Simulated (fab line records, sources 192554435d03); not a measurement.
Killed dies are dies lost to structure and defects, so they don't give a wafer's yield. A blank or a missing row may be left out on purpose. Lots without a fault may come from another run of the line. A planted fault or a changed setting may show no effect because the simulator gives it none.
Which tool did it? | flow n5_finfet | 13 lots, 37 wafers sampled, at 3 steps of a route of 1938

WHAT THE GAUGES READ, wafer by wafer
N5_PASSIVATION_OVL_MEAS_66. Usual: PASS_OPEN_OVL -3 nm, standard deviation 5.5.
lot  | measured     | on         | PASS_OPEN_OVL (nm) | flag
L621 | day 11 22:22 | overlay-01 | -7 -12             |
L622 | day 12 03:49 | overlay-01 | -13 -4 -6          |
L624 | day 12 12:04 | overlay-01 | -1 1 -2            |
L630 | day 14 03:55 | overlay-02 | -7 -2 -12          |
L633 | day 15 06:21 | overlay-01 | -3 1 -1            |
L634 | day 15 12:18 | overlay-02 | 0 -3 5             |
L638 | day 16 15:04 | overlay-02 | -3 4               |
L639 | day 17 15:20 | overlay-02 | -4 6 5             |
L640 | day 18 09:57 | overlay-01 | -6 -5 -2           |
L643 | day 19 02:18 | overlay-02 | -2 -4 -7           |
L641 | day 18 20:29 | overlay-02 | 5 7 -2             |
L644 | day 20 02:26 | overlay-02 | 3 -3 6             |
L642 | day 20 07:24 | overlay-02 | 6 2 1              |

WHICH TOOL RAN EACH LOT (tool, then ch and the chambers of the sampled wafers, then the start)
lot  | N5_BEOL_M5_PRECLEAN_42              | N5_PASSIVATION_STRIP_14
L621 | wet_bench-02 ch 6,7, day 8 03:00    | rie_diel-06 ch 1,3, day 11 19:19
L622 | wet_bench-03 ch 1,6,7, day 8 11:39  | rie_diel-02 ch 1,2, day 12 00:35
L624 | wet_bench-03 ch 0,1,4, day 8 17:04  | rie_diel-04 ch 0,1,3, day 12 08:40
L630 | wet_bench-03 ch 1,2,5, day 10 05:42 | rie_diel-04 ch 1,2, day 14 00:21
L633 | wet_bench-05 ch 1,3,5, day 11 10:40 | rie_diel-04 ch 0,2,3, day 15 03:22
L634 | wet_bench-02 ch 2,6,7, day 11 16:53 | rie_diel-02 ch 0,1,3, day 15 08:44
L638 | wet_bench-03 ch 2,6, day 12 10:16   | rie_diel-06 ch 0,1, day 16 11:27
L639 | wet_bench-05 ch 0,3,5, day 13 11:56 | rie_diel-04 ch 1,2, day 17 09:43
L640 | wet_bench-02 ch 0,1,7, day 14 06:00 | rie_diel-06 ch 0,2,3, day 18 06:37
L643 | wet_bench-03 ch 5,6,7, day 14 12:32 | rie_diel-04 ch 2,3, day 18 21:55
L641 | wet_bench-02 ch 1,2,4, day 14 12:49 | rie_diel-06 ch 0,2,3, day 18 17:08
L644 | wet_bench-02 ch 0,5,7, day 15 03:17 | rie_diel-04 ch 1,2, day 19 23:05
L642 | wet_bench-05 ch 1,2,6, day 15 13:14 | rie_diel-02 ch 0,1,2, day 20 04:01
- N5_BEOL_M5_PRECLEAN_42: cleans in residue remover, time 60 s.
- N5_PASSIVATION_STRIP_14: strips in O2.

WHAT THE TOOLS THEMSELVES READ (means of the sampled wafers that have a number; where no wafer has one, the mark that the record gives instead)
N5_PASSIVATION_STRIP_14. Usual: drypump_motor_current_A 5.5 A, standard deviation 0.51; oes_product_au 0.78 a.u., standard deviation 0.069; rf_vpp_V 3.7 V, standard deviation 0.89; showerhead_plenum_p_Torr 2.10 Torr, standard deviation 0.056; throttle_valve_pct 16.72 %, standard deviation 0.24.
lot  | tool        | drypump_motor_current_A (A) | oes_product_au (a.u.) | rf_vpp_V (V) | showerhead_plenum_p_Torr (Torr) | throttle_valve_pct (%) | flag
L621 | rie_diel-06 | 5.9                         | 0.81                  | 2.6          | 2.10                            | 16.66                  |
L622 | rie_diel-02 | 6.1                         | 0.86                  | 3.2          | 2.13                            | 16.61                  |
L624 | rie_diel-04 | 5.5                         | 0.76                  | 3.8          | 2.14                            | 16.69                  |
L630 | rie_diel-04 | 5.4                         | 0.77                  | 3.9          | 2.08                            | 16.80                  |
L633 | rie_diel-04 | 5.1                         | 0.78                  | 4.5          | 2.08                            | 16.77                  |
L634 | rie_diel-02 | 5.3                         | 0.71                  | 4.7          | 2.11                            | 16.78                  |
L638 | rie_diel-06 | 5.2                         | 0.79                  | 2.8          | 2.10                            | 16.55                  |
L639 | rie_diel-04 | 5.4                         | 0.76                  | 3.3          | 2.07                            | 16.85                  |
L640 | rie_diel-06 | 5.7                         | 0.80                  | 3.6          | 2.05                            | 16.58                  |
L643 | rie_diel-04 | 5.1                         | 0.78                  | 3.5          | 2.05                            | 16.85                  |
L641 | rie_diel-06 | 5.7                         | 0.79                  | 4.0          | 2.05                            | 16.62                  |
L644 | rie_diel-04 | 5.4                         | 0.74                  | 5.0          | 2.06                            | 16.88                  |
L642 | rie_diel-02 | 5.8                         | 0.81                  | 3.0          | 2.09                            | 16.66                  |

THE ANSWER, worked out from the rows above alone
Rule: a lot is off if the mean of its wafers that have a number lies more than 3 standard deviations from the usual mean. A lot without any number at a reading at which 4 lots or more have one is off too. The other lots that the step has rows for count as sound. The gauges are gone through in route order, then the tools' own readings, and for those a lot's mean is taken as printed above. The first step at which some lot is off is used, and at that step the reading that is off furthest; a lot without a number counts as furthest.
No lot is off at any reading shown: from this, nothing can be told.

WHAT THE SIMULATOR HAD PUT IN
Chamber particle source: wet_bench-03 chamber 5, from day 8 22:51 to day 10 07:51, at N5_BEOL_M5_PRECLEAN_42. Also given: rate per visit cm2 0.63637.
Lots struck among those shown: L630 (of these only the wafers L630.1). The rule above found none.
